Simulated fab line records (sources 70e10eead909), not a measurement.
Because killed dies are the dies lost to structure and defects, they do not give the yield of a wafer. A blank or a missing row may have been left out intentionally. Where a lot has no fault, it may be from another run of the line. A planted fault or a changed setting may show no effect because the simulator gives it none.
Check for tools in common -- flow nand_harc -- Sample size 11 lots and 33 wafers

REASON IT WAS OPENED
Flagged at NHARC_A_CHANNEL_HOLE_D2_INSPECT_40: reading raw_defect_count, on 2 of 11 lots. Wafers without a fault read 298, standard deviation 77.
Rule: a lot gets a flag if all its wafers with a number sit over 4 standard deviations from that mean, or if no wafer of it has a number. As for the other lots, they are considered sound.

lot,measured,on,"raw_defect_count, wafer by wafer",flag
L981,day 13 06:39,defect_inspect-01,236 301 324,
L982,day 14 03:49,defect_inspect-02,308 309 251,
L983,day 14 07:59,defect_inspect-02,392 299 253,
L990,day 17 20:16,defect_inspect-02,1060 1011 1071,FLAGGED
L993,day 18 05:32,defect_inspect-02,1005 1256 1036,FLAGGED
L100,day 21 05:55,defect_inspect-01,349 244 241,
L999,day 21 06:13,defect_inspect-02,309 331 413,
L102,day 21 19:28,defect_inspect-02,245 269 276,
L101,day 22 18:39,defect_inspect-01,242 272 256,
L104,day 23 09:56,defect_inspect-01,284 268 349,
L103,day 23 10:49,defect_inspect-02,256 276 346,
The mean of the flagged lots' numbers is 1073, +775 from the usual (+10 standard deviations).

EACH LOT AND THE TOOL IT RAN ON
3 process steps preceding the reading are held in the record, out of 1302 steps in the route. Cell contents, in order: the tool; ch with the chambers the sampled wafers went through; the start.
lot,flag,NHARC_A_CHANNEL_HOLE_D2_ETCH_39,NHARC_A_CHANNEL_HOLE_D2_ETCH_20,NHARC_A_CHANNEL_HOLE_D2_ETCH_26
L981,,"rie_diel-13 ch 0,1,2, day 12 23:42","har_etch-02 ch 0, day 13 01:05","har_etch-02 ch 0, day 13 04:44"
L982,,"rie_diel-01 ch 0,1,2, day 13 21:07","har_etch-01 ch 0,1, day 13 22:13","har_etch-01 ch 0,1, day 14 01:53"
L983,,"rie_diel-01 ch 0,2,3, day 13 23:11","har_etch-01 ch 0,1, day 14 02:32","har_etch-01 ch 0,1, day 14 06:10"
L990,FLAGGED,"rie_diel-13 ch 1,2,3, day 17 09:59","har_etch-01 ch 0,1, day 17 14:46","har_etch-01 ch 0,1, day 17 18:24"
L993,FLAGGED,"rie_diel-13 ch 0,1, day 17 20:55","har_etch-01 ch 0,1, day 17 23:58","har_etch-01 ch 0,1, day 18 03:37"
L100,,"rie_diel-13 ch 1,3, day 20 21:11","har_etch-02 ch 0,1, day 21 00:21","har_etch-02 ch 0,1, day 21 04:00"
L999,,"rie_diel-01 ch 0,1, day 20 21:21","har_etch-01 ch 0,1, day 21 00:41","har_etch-01 ch 0,1, day 21 04:20"
L102,,"rie_diel-13 ch 0,1,3, day 21 12:45","har_etch-01 ch 0,1, day 21 13:52","har_etch-01 ch 0,1, day 21 17:32"
L101,,"rie_diel-13 ch 1,2, day 22 11:59","har_etch-01 ch 0,1, day 22 13:04","har_etch-01 ch 0,1, day 22 16:43"
L104,,"rie_diel-05 ch 0,2, day 23 00:09","har_etch-02 ch 0,1, day 23 03:48","har_etch-02 ch 0,1, day 23 07:29"
L103,,"rie_diel-01 ch 0,3, day 22 23:56","har_etch-01 ch 1, day 23 01:17","har_etch-01 ch 1, day 23 08:34"
What these steps do:
- NHARC_A_CHANNEL_HOLE_D2_ETCH_39: etches the open film in N2/H2, target depth 260 nm, time 325 s.
- NHARC_A_CHANNEL_HOLE_D2_ETCH_20: etches the open film in C4F8/O2/Ar, time 361.9 s, target depth 1600 nm.
- NHARC_A_CHANNEL_HOLE_D2_ETCH_26: etches the open film in C4F8/O2/Ar, time 224.1 s, target depth 300 nm.
- NHARC_A_CHANNEL_HOLE_D2_INSPECT_40

FLAGGED AGAINST TOTAL, ONE TOOL AT A TIME (gauges that did the reading follow at the end)
step,tool,lots run,flagged,share of the flagged lots,sound lots run after its first flagged lot
NHARC_A_CHANNEL_HOLE_D2_ETCH_39,rie_diel-01,4,0,none,-
NHARC_A_CHANNEL_HOLE_D2_ETCH_39,rie_diel-05,1,0,none,-
NHARC_A_CHANNEL_HOLE_D2_ETCH_39,rie_diel-13,6,2,all,"3 (L100,L102,L101)"
NHARC_A_CHANNEL_HOLE_D2_ETCH_20,har_etch-01,8,2,all,"4 (L999,L102,L101,L103)"
NHARC_A_CHANNEL_HOLE_D2_ETCH_20,har_etch-02,3,0,none,-
NHARC_A_CHANNEL_HOLE_D2_ETCH_26,har_etch-01,8,2,all,"4 (L999,L102,L101,L103)"
NHARC_A_CHANNEL_HOLE_D2_ETCH_26,har_etch-02,3,0,none,-
NHARC_A_CHANNEL_HOLE_D2_INSPECT_40,defect_inspect-01,4,0,none,-
NHARC_A_CHANNEL_HOLE_D2_INSPECT_40,defect_inspect-02,7,2,all,"3 (L999,L102,L103)"

WHAT IS ALLOWED BY THE TABLE
4 rows of the table ran every flagged lot: rie_diel-13 at NHARC_A_CHANNEL_HOLE_D2_ETCH_39, har_etch-01 at NHARC_A_CHANNEL_HOLE_D2_ETCH_20, har_etch-01 at NHARC_A_CHANNEL_HOLE_D2_ETCH_26, defect_inspect-02 at NHARC_A_CHANNEL_HOLE_D2_INSPECT_40.
- rie_diel-13 at NHARC_A_CHANNEL_HOLE_D2_ETCH_39: 2 of its 6 lots flagged. After the first flagged lot (L100, L102, L101), sound lots still ran on it; a lasting fault on the whole tool would not permit that.
- har_etch-01 at NHARC_A_CHANNEL_HOLE_D2_ETCH_20: 2 of its 8 lots flagged. After the first flagged lot (L999, L102, L101, L103), sound lots still ran on it; a lasting fault on the whole tool would not permit that.
- har_etch-01 at NHARC_A_CHANNEL_HOLE_D2_ETCH_26: 2 of its 8 lots flagged. After the first flagged lot (L999, L102, L101, L103), sound lots still ran on it; a lasting fault on the whole tool would not permit that.
- defect_inspect-02 at NHARC_A_CHANNEL_HOLE_D2_INSPECT_40: 2 of its 7 lots flagged. After the first flagged lot (L999, L102, L103), sound lots still ran on it; a lasting fault on the whole tool would not permit that.
No row of the table ran every flagged lot and no sound lot after the first.

WHAT THE SIMULATOR PUT IN
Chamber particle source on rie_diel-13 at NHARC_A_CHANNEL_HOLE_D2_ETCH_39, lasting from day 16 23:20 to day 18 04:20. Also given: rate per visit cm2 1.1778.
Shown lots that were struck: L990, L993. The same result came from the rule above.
